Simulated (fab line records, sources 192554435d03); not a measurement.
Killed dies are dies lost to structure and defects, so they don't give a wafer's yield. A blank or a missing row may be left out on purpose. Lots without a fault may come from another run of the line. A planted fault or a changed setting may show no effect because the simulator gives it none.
Which tool did it? | flow n5_finfet | 10 lots, 29 wafers sampled, at 5 steps of a route of 1938

WHAT THE GAUGES READ, wafer by wafer
N5_BEOL_M11_CD_MEAS_18: pitch 140 nm, target cd 70 nm. Usual: cd_nm 69.8 nm, standard deviation 0.6.
lot  | measured     | on        | cd_nm (nm)     | flag
L868 | day 10 12:17 | cd_sem-03 | 69.2 69.9 70.5 |
L869 | day 11 02:07 | cd_sem-03 | 69.3 69.5 70.3 |
L872 | day 11 05:53 | cd_sem-01 | 69.3 68.0 69.7 |
L870 | day 11 08:55 | cd_sem-02 | 68.9 70.4 68.8 |
L876 | day 12 14:38 | cd_sem-01 | 69.8 70.3 70.0 |
L880 | day 14 08:39 | cd_sem-02 | 69.9 70.5 69.7 |
L884 | day 14 14:02 | cd_sem-03 | 70.6 70.5 69.8 |
L886 | day 14 15:43 | cd_sem-03 | 70.4 70.7      |
L891 | day 16 02:16 | cd_sem-01 | 69.7 69.3 70.6 |
L890 | day 16 11:17 | cd_sem-03 | 71.6 69.1 71.1 |

N5_BEOL_M11_OVL_MEAS_29. Usual: V10_OVL -0.5 nm, standard deviation 0.78.
lot  | measured     | on         | V10_OVL (nm)   | flag
L868 | day 10 13:02 | overlay-01 | -0.9 -1.3 -1.8 |
L869 | day 11 02:33 | overlay-01 | -1.3 -0.5 -0.9 |
L872 | day 11 06:37 | overlay-02 | -1.0 -0.2 -1.0 |
L870 | day 11 09:14 | overlay-01 | 0.3 -0.2 0.7   |
L876 | day 12 18:05 | overlay-01 | -0.9 -0.6 -0.8 |
L880 | day 14 08:58 | overlay-02 | 0.0 -0.7 0.3   |
L884 | day 14 14:29 | overlay-02 | 0.9 0.4 0.7    |
L886 | day 14 16:14 | overlay-02 | 0.1 -0.5       |
L891 | day 16 02:45 | overlay-02 | -0.7 0.0 -0.1  |
L890 | day 16 13:22 | overlay-02 | 1.1 -2.0 -0.7  |

WHICH TOOL RAN EACH LOT (tool, then ch and the chambers of the sampled wafers, then the start)
lot  | N5_BEOL_M10_DEP_56              | N5_BEOL_M11_ETCH_62                | N5_BEOL_M11_STRIP_19
L868 | pecvd-04 ch 0,1, day 10 07:41   | rie_diel-04 ch 2,3, day 10 11:53   | rie_diel-03 ch 0,1,3, day 10 12:13
L869 | pecvd-03 ch 0,1, day 10 23:29   | rie_diel-04 ch 0,2, day 11 01:44   | rie_diel-05 ch 0,1,2, day 11 02:02
L872 | pecvd-04 ch 1,2, day 11 03:50   | rie_diel-05 ch 1,2,3, day 11 05:31 | rie_diel-05 ch 0,1,3, day 11 05:49
L870 | pecvd-04 ch 1,2, day 11 04:50   | rie_diel-03 ch 2,3, day 11 08:31   | rie_diel-05 ch 0,3, day 11 08:51
L876 | pecvd-03 ch 0,1, day 12 10:31   | rie_diel-04 ch 0,1,3, day 12 14:16 | rie_diel-04 ch 0,3, day 12 14:34
L880 | pecvd-02 ch 0,1, day 14 04:28   | rie_diel-04 ch 1,3, day 14 08:17   | rie_diel-04 ch 0,3, day 14 08:35
L884 | pecvd-03 ch 0,1,2, day 14 09:52 | rie_diel-05 ch 0,1, day 14 13:37   | rie_diel-04 ch 0,2,3, day 14 13:58
L886 | pecvd-02 ch 1,2, day 14 13:50   | rie_diel-05 ch 1,2, day 14 15:21   | rie_diel-05 ch 0,2, day 14 15:39
L891 | pecvd-03 ch 0,1,2, day 15 23:43 | rie_diel-03 ch 0,2,3, day 16 01:54 | rie_diel-04 ch 0,2,3, day 16 02:12
L890 | pecvd-03 ch 0,1,2, day 16 05:47 | rie_diel-04 ch 0,1,3, day 16 10:47 | rie_diel-03 ch 0,1,2, day 16 11:13
- N5_BEOL_M10_DEP_56: deposits SiCN from 3MS/NH3, target thk 15 nm, time 26.5 s.
- N5_BEOL_M11_ETCH_62: etches SOC in N2/H2, target depth 110 nm, overetch 22 nm, time 165 s.
- N5_BEOL_M11_STRIP_19: strips in O2.

WHAT THE TOOLS THEMSELVES READ (means of the sampled wafers that have a number; where no wafer has one, the mark that the record gives instead)
N5_BEOL_M10_DEP_56. Usual: showerhead_plenum_p_Torr 3.661 Torr, standard deviation 0.007; throttle_valve_pct 8.9 %, standard deviation 0.41.
lot  | tool     | showerhead_plenum_p_Torr (Torr) | throttle_valve_pct (%) | flag
L868 | pecvd-04 | 3.662                           | 9.0                    |
L869 | pecvd-03 | 3.655                           | 9.3                    |
L872 | pecvd-04 | 3.664                           | 8.8                    |
L870 | pecvd-04 | 3.665                           | 8.7                    |
L876 | pecvd-03 | 3.667                           | 9.1                    |
L880 | pecvd-02 | 3.655                           | 9.3                    |
L884 | pecvd-03 | 3.662                           | 8.9                    |
L886 | pecvd-02 | 3.667                           | 9.1                    |
L891 | pecvd-03 | 3.661                           | 9.0                    |
L890 | pecvd-03 | 3.652                           | 8.9                    |

N5_BEOL_M11_ETCH_62. Usual: drypump_motor_current_A 5.6 A, standard deviation 0.43; oes_product_au 0.67 a.u., standard deviation 0.062; rf_vpp_V 523.3 V, standard deviation 2.8; showerhead_plenum_p_Torr 2.52 Torr, standard deviation 0.095; throttle_valve_pct 17.8 %, standard deviation 0.31.
lot  | tool        | drypump_motor_current_A (A) | oes_product_au (a.u.) | rf_vpp_V (V) | showerhead_plenum_p_Torr (Torr) | throttle_valve_pct (%) | flag
L868 | rie_diel-04 | 5.3                         | 0.69                  | 525.2        | 2.62                            | 17.6                   |
L869 | rie_diel-04 | 5.9                         | 0.68                  | 521.7        | 2.46                            | 18.0                   |
L872 | rie_diel-05 | 5.6                         | 0.64                  | 522.9        | 2.50                            | 17.8                   |
L870 | rie_diel-03 | 6.0                         | 0.64                  | 521.6        | 2.45                            | 17.8                   |
L876 | rie_diel-04 | 5.6                         | 0.72                  | 524.7        | 2.55                            | 17.6                   |
L880 | rie_diel-04 | 5.3                         | 0.70                  | 526.9        | 2.62                            | 17.4                   |
L884 | rie_diel-05 | 5.9                         | 0.69                  | 520.7        | 2.45                            | 17.5                   |
L886 | rie_diel-05 | 5.7                         | 0.60                  | 521.3        | 2.46                            | 17.8                   |
L891 | rie_diel-03 | 5.9                         | 0.69                  | 526.0        | 2.62                            | 17.8                   |
L890 | rie_diel-04 | 5.6                         | 0.69                  | 523.8        | 2.54                            | 17.7                   |

N5_BEOL_M11_STRIP_19. Usual: drypump_motor_current_A 5.6 A, standard deviation 0.42; o2_flow_sccm 225.0 sccm, standard deviation 0.65; oes_product_au 0.80 a.u., standard deviation 0.081; rf_vpp_V 3.6 V, standard deviation 0.64; showerhead_plenum_p_Torr 2.10 Torr, standard deviation 0.079; throttle_valve_pct 16.7 %, standard deviation 0.3.
lot  | tool        | drypump_motor_current_A (A) | o2_flow_sccm (sccm) | oes_product_au (a.u.) | rf_vpp_V (V) | showerhead_plenum_p_Torr (Torr) | throttle_valve_pct (%) | flag
L868 | rie_diel-03 | 5.5                         | 225.3               | 0.83                  | 4.2          | 2.16                            | 16.7                   |
L869 | rie_diel-05 | 5.8                         | 225.5               | 0.79                  | 4.0          | 2.06                            | 16.6                   |
L872 | rie_diel-05 | 5.7                         | 225.8               | 0.81                  | 3.5          | 2.06                            | 16.6                   |
L870 | rie_diel-05 | 5.9                         | 224.6               | 0.88                  | 2.9          | 2.08                            | 16.4                   |
L876 | rie_diel-04 | 6.0                         | 224.1               | 0.82                  | 3.7          | 2.09                            | 16.6                   |
L880 | rie_diel-04 | 6.0                         | 224.6               | 0.80                  | 3.7          | 2.09                            | 16.6                   |
L884 | rie_diel-04 | 5.6                         | 224.8               | 0.76                  | 4.2          | 2.07                            | 16.6                   |
L886 | rie_diel-05 | 5.9                         | 225.3               | 0.78                  | 3.9          | 2.08                            | 16.6                   |
L891 | rie_diel-04 | 5.6                         | 224.8               | 0.76                  | 3.8          | 2.07                            | 16.6                   |
L890 | rie_diel-03 | 5.6                         | 225.3               | 0.81                  | 3.7          | 2.18                            | 16.8                   |

THE ANSWER, worked out from the rows above alone
Rule: a lot is off if the mean of its wafers that have a number lies more than 3 standard deviations from the usual mean. A lot without any number at a reading at which 4 lots or more have one is off too. The other lots that the step has rows for count as sound. The gauges are gone through in route order, then the tools' own readings, and for those a lot's mean is taken as printed above. The first step at which some lot is off is used, and at that step the reading that is off furthest; a lot without a number counts as furthest.
No lot is off at any reading shown: from this, nothing can be told.

WHAT THE SIMULATOR HAD PUT IN
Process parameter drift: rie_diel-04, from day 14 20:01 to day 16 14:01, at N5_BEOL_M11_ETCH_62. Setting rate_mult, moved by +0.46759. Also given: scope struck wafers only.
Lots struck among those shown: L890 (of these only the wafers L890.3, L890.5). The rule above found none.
